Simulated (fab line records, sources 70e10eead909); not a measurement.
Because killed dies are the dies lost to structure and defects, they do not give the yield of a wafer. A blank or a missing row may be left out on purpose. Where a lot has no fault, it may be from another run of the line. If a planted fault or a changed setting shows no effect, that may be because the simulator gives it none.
fab line records | flow nandHarc
record: lots: 14 wafers: 42 lastDay: 33
route steps=1302 shown A_DECK1_JOINT@518 A_ONON_D2@558 END@1302
lots untouched by any fault: they come from a run of this same line in which no faults occurred
startH: hours from the record's first day to the start of the lot's first wafer shown | waitH: hours from the lot's prior step to this one | " repeats the value in the row above | L1.1+2: one row covering several wafers at once | - no value, or no start given | * or withheld: withheld | < > ~ a bound
route shown NAME@n: NAME is a module with steps in the file, n the number in the route of the first one | usual: mean/standard deviation of fault-free wafers | same: alike in all rows | chamber/n: place in a boat | sites: each site's reading | _std_site: their standard deviation | _edge_site: mean of outer sites minus mean of inner sites | radiusMm: for every site, how far away it sits from the centre of the wafer | mask NAME#n: copy n | behind: tool/chamber where the wafer was last shaped | hold: the reason the lot was held/the length of the hold in hours/how it ended | device: names the non-switching transistor (n, p or np) | end of line: the tests these same wafers got at the end of their route | a step with no rows: only its recipe | killed: the dies lost at the first sort to structure and to defects; this is not the yield of the wafer | map: per-die view of a wafer (x killed, . not killed, _ where there is no die)
set.NAME: setting as actually run; set.NAME@STEP: the setting as run at that earlier step | model.NAME: the simulator's own value behind a step, which no gauge read
steps of the route over a sample of lots; a table a step, a row a wafer
services: a tool's chamber out of use, with start hour (startH, from the record's first day; less than 0 if before it), hours out, and reason
== steps ==
step: NHARC_A_DECK1_JOINT_ETCHBACK_07
recipe: targetDepthA: 1050 timeS: 26.9 hbrFlowSccm: 150 rfW: 350 icpW: 350 biasW: 60 chemistry: HBr
usual: drypumpMotorCurrentA: 5.7/0.38 oesProductAu: 0.999/0.01 throttleValvePct: 23.266/0.0086
columns lot.wafer tool chamber startH waitH drypumpMotorCurrentA oesProductAu rfHoursCounterH throttleValvePct
L100.4 rieSi-06 1 236.39 0.1 5.9 1.007 0.8 23.268
L100.2 " 3 " " 5.7 1.005 0.9 23.263
L100.5 " 0 " " 6.0 1.003 - 23.265
L101.1 rieSi-06 2 267.36 0.1 6.3 0.983 0.1 23.271
L101.4 " 1 " " 5.9 1.002 0.0 23.260
L101.5 " 2 " " 6.3 0.991 - 23.274
L102.3 rieSi-02 3 274.78 0.1 5.5 1.001 1.1 23.262
L102.5 " 1 " " 6.1 1.013 - 23.270
L102.6 " 2 " " 5.7 1.014 - 23.257
L103.1 rieSi-03 0 278.14 0.1 5.4 0.988 0.3 23.269
L103.4 " 1 " " 5.0 0.996 0.3 23.264
L103.3 " 2 " " 5.1 0.991 0.4 23.274
L104.1 rieSi-06 0 282.75 0.1 6.0 0.997 0.1 23.257
L104.6 " 1 " " 5.9 0.999 - 23.263
L104.5 " 2 " " 6.3 0.996 - 23.261
L106.1 rieSi-02 1 303.60 0.1 6.2 1.011 0.1 23.268
L106.4 " 3 " " 5.5 0.991 0.1 23.277
L106.6 " 1 " " 6.1 1.014 - 23.262
L105.3 rieSi-02 0 313.73 0.1 5.7 1.000 0.2 23.263
L105.2 " 1 " " 6.1 1.015 0.1 23.259
L105.6 " 0 " " 5.8 1.001 - 23.263
L108.2 rieSi-03 0 324.71 0.1 5.4 1.004 0.6 23.266
L108.5 " 1 " " 5.0 1.001 - 23.265
L108.6 " 2 " " 5.1 0.983 - 23.284
L110.3 rieSi-03 0 341.95 0.1 5.4 0.993 0.7 23.249
L110.1 " 1 " " 5.0 0.999 0.7 23.268
L110.4 " 0 " " 5.4 1.004 - 23.278
L111.2 rieSi-06 0 361.91 0.1 6.0 1.001 0.7 23.248
L111.5 " 3 " " 5.8 1.000 - 23.265
L111.6 " 0 " " 5.9 0.988 - 23.263
L112.3 rieSi-03 1 373.51 0.1 5.0 0.993 0.8 23.276
L112.2 " 0 " " 5.3 1.004 0.9 23.262
L112.6 " 1 " " 5.0 0.998 - 23.263
L119.2 rieSi-06 1 443.10 0.1 5.9 1.003 0.0 23.259
L119.4 " 3 " " 5.8 1.005 0.0 23.259
L119.3 " 0 " " 6.0 0.977 0.0 23.270
L120.4 rieSi-03 2 448.04 0.1 5.1 1.000 0.3 23.268
L120.1 " 3 " " 5.5 1.003 0.3 23.264
L120.6 " 2 " " 5.1 0.999 - 23.265
L121.4 rieSi-06 2 458.52 0.1 6.3 0.994 0.1 23.265
L121.6 " 3 " " 5.8 1.001 - 23.270
L121.5 " 0 " " 6.0 0.978 - 23.269
step: NHARC_A_ONON_D2_DEP_19
recipe: targetThkA: 10000 n2FlowSccm: 2750 n2oFlowSccm: 2000 nh3FlowSccm: 500 sih4FlowSccm: 210 tempC: 400
usual: n2FlowSccm: 2751/8.6 n2oFlowSccm: 2001/5.6 nh3FlowSccm: 500.2/1.6
columns lot.wafer tool chamber startH waitH n2FlowSccm n2oFlowSccm nh3FlowSccm
L100.2 pecvdOnon-04 0 278.85 0.1 2740 2001 501.6
L100.4 " 0 " " 2751 1996 500.2
L100.5 " 0 " " 2743 2000 501.1
L101.1 pecvdOnon-02 0 316.50 0.1 2745 2003 501.1
L101.4 " 0 " " 2743 1997 502.7
L101.5 " 0 " " 2747 2004 499.3
L103.1 pecvdOnon-02 0 324.45 0.1 2740 1994 498.9
L103.3 " 0 " " 2750 1999 502.7
L103.4 " 0 " " 2750 1991 499.3
L102.3 pecvdOnon-03 0 324.58 0.2 2739 2002 502.0
L102.5 " 0 " " 2754 2003 500.4
L102.6 " 0 " " 2746 2008 501.3
L104.1 pecvdOnon-03 0 330.07 0.1 2752 1997 500.7
L104.5 " 0 " " 2754 1997 497.8
L104.6 " 0 " " 2759 1992 500.1
L106.1 pecvdOnon-02 0 349.83 0.1 2749 1999 501.0
L106.4 " 0 " " 2752 1998 502.9
L106.6 " 0 " " 2751 1996 504.7
L105.2 pecvdOnon-03 0 362.60 0.1 2744 2003 499.2
L105.3 " 0 " " 2756 2003 500.1
L105.6 " 0 " " 2744 2008 499.5
L108.2 pecvdOnon-04 0 374.27 0.1 2758 1999 498.2
L108.5 " 0 " " 2749 1999 498.1
L108.6 " 0 " " 2757 2007 498.2
L110.1 pecvdOnon-03 0 388.76 0.1 2738 1997 501.6
L110.3 " 0 " " 2740 1994 501.7
L110.4 " 0 " " 2745 2001 502.7
L111.2 pecvdOnon-04 0 406.11 0.1 2763 2005 499.6
L111.5 " 0 " " 2766 2006 499.0
L111.6 " 0 " " 2770 2001 497.9
L112.2 pecvdOnon-02 0 416.72 0.1 2745 1998 496.8
L112.3 " 0 " " 2752 1997 497.5
L112.6 " 0 " " 2738 2006 497.1
L119.2 pecvdOnon-02 - 488.09 0.1 - - -
L119.3 " - " " - - -
L119.4 " - " " - - -
L120.1 pecvdOnon-03 - 496.32 0.1 - - -
L120.4 " - " " - - -
L120.6 " - " " - - -
L121.4 pecvdOnon-03 - 511.42 0.2 - - -
L121.5 " - " " - - -
L121.6 " - " " - - -
step: NHARC_A_ONON_D2_DEP_33
recipe: targetThkA: 2000 tempC: 400 pressureTorr: 6.5 rfW: 900 teosFlowSccm: 161.4 flowSccm: 2650 targetThkNm: 200 gas: O2 material: SiO2
usual: chamberPressureTorr: 6.501/0.014 flowSccm: 2650/8.1 heaterPowerW: 541/87 throttleValvePct: 16.3/0.64
columns lot.wafer tool chamber startH waitH chamberPressureTorr flowSccm heaterPowerW throttleValvePct
L100.2 pecvd-02 0 281.11 0.1 6.521 2657 370 15.5
L100.4 " 0 " " 6.516 2656 385 15.6
L100.5 " 1 " " 6.508 2652 606 17.0
L101.1 pecvd-04 1 318.76 0.1 6.500 2660 645 16.3
L101.5 " 1 " " 6.506 2630 633 16.4
L101.4 " 0 " " 6.488 2650 578 15.7
L103.3 pecvd-02 1 326.79 0.1 6.498 2666 635 17.5
L103.1 " 2 " " 6.502 2650 430 17.4
L103.4 " 2 " " 6.485 2655 440 17.5
L102.3 pecvd-01 1 326.82 0.1 6.494 2654 676 15.3
L102.6 " 1 " " 6.503 2648 531 15.0
L102.5 " 0 " " 6.489 2644 456 16.2
L104.1 pecvd-02 2 332.44 0.1 6.527 2643 435 17.3
L104.6 " 0 " " 6.508 2643 374 15.6
L104.5 " 1 " " 6.517 2652 631 17.3
L106.1 pecvd-01 2 352.22 0.2 6.482 2654 458 16.2
L106.6 " 2 " " 6.506 2643 480 15.7
L106.4 " 1 " " 6.484 2634 571 15.5
L105.2 pecvd-01 2 364.90 0.1 6.519 2664 553 16.3
L105.3 " 1 " " 6.477 2642 548 15.5
L105.6 " 2 " " 6.506 2669 561 16.0
L108.2 pecvd-04 0 376.47 0.1 6.506 2642 598 16.2
L108.6 " 0 " " 6.500 2650 582 15.8
L108.5 " 2 " " 6.504 2654 543 16.5
L110.3 pecvd-02 1 391.04 0.1 6.484 2660 647 17.1
L110.1 " 0 " " 6.479 2674 471 15.9
L110.4 " 2 " " 6.481 2646 506 17.5
L111.2 pecvd-01 2 408.32 0.1 6.504 2656 555 16.2
L111.6 " 0 " " 6.487 2660 444 16.1
L111.5 " 1 " " 6.509 2647 596 15.2
L112.2 pecvd-01 0 419.18 0.3 6.521 2650 541 16.1
L112.3 " 1 " " 6.486 2664 590 15.4
L112.6 " 2 " " 6.524 2657 481 16.1
L119.2 pecvd-02 0 490.31 0.1 6.492 2651 472 15.9
L119.3 " 2 " " 6.517 2656 403 17.0
L119.4 " 2 " " 6.496 2636 420 16.9
L120.1 pecvd-02 1 498.64 0.1 6.507 2646 642 16.9
L120.4 " 0 " " 6.501 2655 388 15.9
L120.6 " 1 " " 6.479 2651 646 16.6
L121.5 pecvd-02 0 513.67 0.2 6.503 2663 485 15.6
L121.4 " 1 " " 6.486 2656 564 16.7
L121.6 " 2 " " 6.500 2648 423 17.1
step: NHARC_END_SORT_01
recipe: tempC: 25
usual: killedAtArray: 56/18 killedAtOther: 1.4/1.5 killedAtPeriphery: 4/3.1 killedDies: 61/19 killedOpen: 3.5/1.8 killedShort: 2.4/1.4
same: grossDies: 677
columns lot.wafer tool chamber startH waitH killedAtArray killedAtOther killedAtPeriphery killedDies killedOpen killedShort
L120.1 prober-02 0 770.66 2.5 672 3 2 677 4 0
L120.4 prober-02 0 773.06 3.4 673 0 4 677 3 3
L120.6 prober-02 0 774.66 4.0 669 3 5 677 1 0
L119.2 prober-01 0 771.17 2.8 672 4 1 677 1 1
L119.3 prober-01 0 771.97 3.1 672 4 1 677 3 5
L119.4 prober-01 0 772.76 3.4 675 0 2 677 0 4
L121.4 prober-01 0 790.54 3.4 671 1 5 677 3 2
L121.5 prober-01 0 791.34 3.7 671 4 2 677 5 3
L121.6 prober-01 0 792.14 4.0 670 2 5 677 2 2
killed by level:class
L120.1 A_ONON_D2:areaDep=613 A_SLIT:chamberFilmFlake=32 A_CHANNEL_HOLE_D2:chamberFilmFlake=7 A_CONTACT:chamberFilmFlake=7 A_CHANNEL_HOLE_D1:unspecified=3 THIN_TSV:chamberFilmFlake=3 A_STAIRCASE:chamberFilmFlake=2 A_ONON_D1:geometricParticle:open=1
L119.2 A_ONON_D2:areaDep=573 A_SLIT:chamberFilmFlake=32 A_CHANNEL_HOLE_D2:chamberFilmFlake=31 A_CONTACT:chamberFilmFlake=18 A_CHANNEL_HOLE_D1:chamberFilmFlake=9 THIN_TSV:chamberFilmFlake=4 A_DECK1_JOINT:chamberFilmFlake=2 A_M0:chamberFilmFlake=2
L119.3 A_ONON_D2:areaDep=579 A_SLIT:chamberFilmFlake=36 A_CHANNEL_HOLE_D2:chamberFilmFlake=24 A_CHANNEL_HOLE_D1:chamberFilmFlake=11 A_CONTACT:chamberFilmFlake=10 THIN_TSV:chamberFilmFlake=4 A_CHANNEL_FILL_D1:geometricParticle:short=2 A_STAIRCASE:chamberFilmFlake=2
L119.4 A_ONON_D2:areaDep=597 A_SLIT:chamberFilmFlake=24 A_CHANNEL_HOLE_D2:chamberFilmFlake=21 A_CHANNEL_HOLE_D1:chamberFilmFlake=17 A_CONTACT:chamberFilmFlake=8 A_STAIRCASE:chamberFilmFlake=2 P_GATE:geometricParticle:short=1 A_CHANNEL_HOLE_D1:geometricParticle:short=1
L120.4 A_ONON_D2:areaDep=627 A_SLIT:chamberFilmFlake=28 A_STAIRCASE:chamberFilmFlake=4 A_CHANNEL_HOLE_D2:chamberFilmFlake=3 A_CONTACT:chamberFilmFlake=3 P_CONTACT:geometricParticle:open=2 A_CHANNEL_FILL_D1:geometricParticle:short=2 A_CHANNEL_HOLE_D1:unspecified=2
L120.6 A_ONON_D2:areaDep=624 A_SLIT:chamberFilmFlake=33 A_CHANNEL_HOLE_D2:chamberFilmFlake=3 A_STAIRCASE:chamberFilmFlake=3 THIN_TSV:chamberFilmFlake=3 P_M1:chamberFilmFlake=2 P_M2:chamberFilmFlake=2 A_CHANNEL_HOLE_D1:chamberFilmFlake=2
L121.4 A_ONON_D2:areaDep=610 A_CHANNEL_HOLE_D2:chamberFilmFlake=21 A_SLIT:chamberFilmFlake=18 A_CHANNEL_HOLE_D1:chamberFilmFlake=10 A_CONTACT:chamberFilmFlake=6 P_GATE:chamberFilmFlake=2 A_STAIRCASE:chamberFilmFlake=2 P_GATE:geometricParticle:open=1
L121.5 A_ONON_D2:areaDep=574 A_CHANNEL_HOLE_D2:chamberFilmFlake=31 A_SLIT:chamberFilmFlake=30 A_CHANNEL_HOLE_D1:chamberFilmFlake=12 A_CONTACT:chamberFilmFlake=11 THIN_TSV:chamberFilmFlake=3 A_DECK1_JOINT:geometricParticle:short=2 A_DECK1_JOINT:chamberFilmFlake=2
L121.6 A_ONON_D2:areaDep=587 A_CHANNEL_HOLE_D2:chamberFilmFlake=36 A_SLIT:chamberFilmFlake=33 A_CHANNEL_HOLE_D1:chamberFilmFlake=5 P_GATE:chamberFilmFlake=2 A_DECK1_JOINT:chamberFilmFlake=2 A_CONTACT:chamberFilmFlake=2 THIN_TSV:chamberFilmFlake=2
== services ==
columns tool chamber startH hours kind
rieSi-03 - 221.00 9.0 pm
pecvdOnon-03 - 227.00 13.0 pm
pecvd-02 - 227.09 13.0 pm
rieSi-06 - 249.00 9.0 pm
rieSi-03 - 269.87 1.5 repair
rieSi-02 - 277.00 9.0 pm
rieSi-06 3 284.73 2.6 repair
rieSi-06 2 289.18 5.9 repair
rieSi-02 3 291.86 2.7 repair
pecvd-01 - 311.35 13.0 pm
pecvdOnon-04 - 311.50 13.0 pm
rieSi-02 - 318.18 0.1 repair
rieSi-06 3 339.04 14.4 repair
rieSi-03 3 339.36 4.3 repair
pecvdOnon-02 - 366.00 13.0 pm
pecvd-02 - 375.66 1.8 repair
rieSi-06 - 377.76 0.6 repair
rieSi-03 - 398.00 9.0 pm
pecvd-02 0 403.53 16.5 repair
pecvdOnon-03 - 408.00 13.0 pm
pecvd-02 - 408.09 13.0 pm
rieSi-06 - 426.00 9.0 pm
rieSi-06 2 459.76 11.9 repair
pecvd-01 - 492.35 13.0 pm
== key ==
firstSign: step: NHARC_A_ONON_D2_DEP_19 reading: toolRecord direction: missing
effect: step: NHARC_END_SORT_01 reading: killedAtArray direction: up sigmas: 34 usual: 56 struck: 672
moreKillsBornAt: NHARC_A_ONON_D2_DEP_19@pecvdOnon-03: 3635 NHARC_A_ONON_D2_DEP_19@pecvdOnon-02: 1749
metAt NHARC_A_ONON_D2_DEP_19
struckLots L119,L120,L121
laterRowsLeftOut L119.2,L119.3,L119.4,L120.1,L120.4,L120.6,L121.4,L121.5,L121.6
testerLeftOut L119,L120,L121
notActingAt NHARC_A_DECK1_JOINT_ETCHBACK_07,NHARC_A_ONON_D2_DEP_33
onsetBetween 416.72 488.09
fault: kind: skippedStepWhole tool: pecvdOnon-02,pecvdOnon-03 chamber: - onsetH: 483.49 steps: NHARC_A_ONON_D2_DEP_19 scope: struckLotsOnly
testerLeftOut: of these lots the tester's yield and bins aren't shown, on N5 and GAA mostly nor the transistor test; their killed dies are dies lost to structure and defects alone, not to doping, threshold or leakage, so they don't give the yield
laterRowsLeftOut: the simulator's readings of these wafers behind a module that went badly wrong aren't trusted and aren't shown, but for the sort
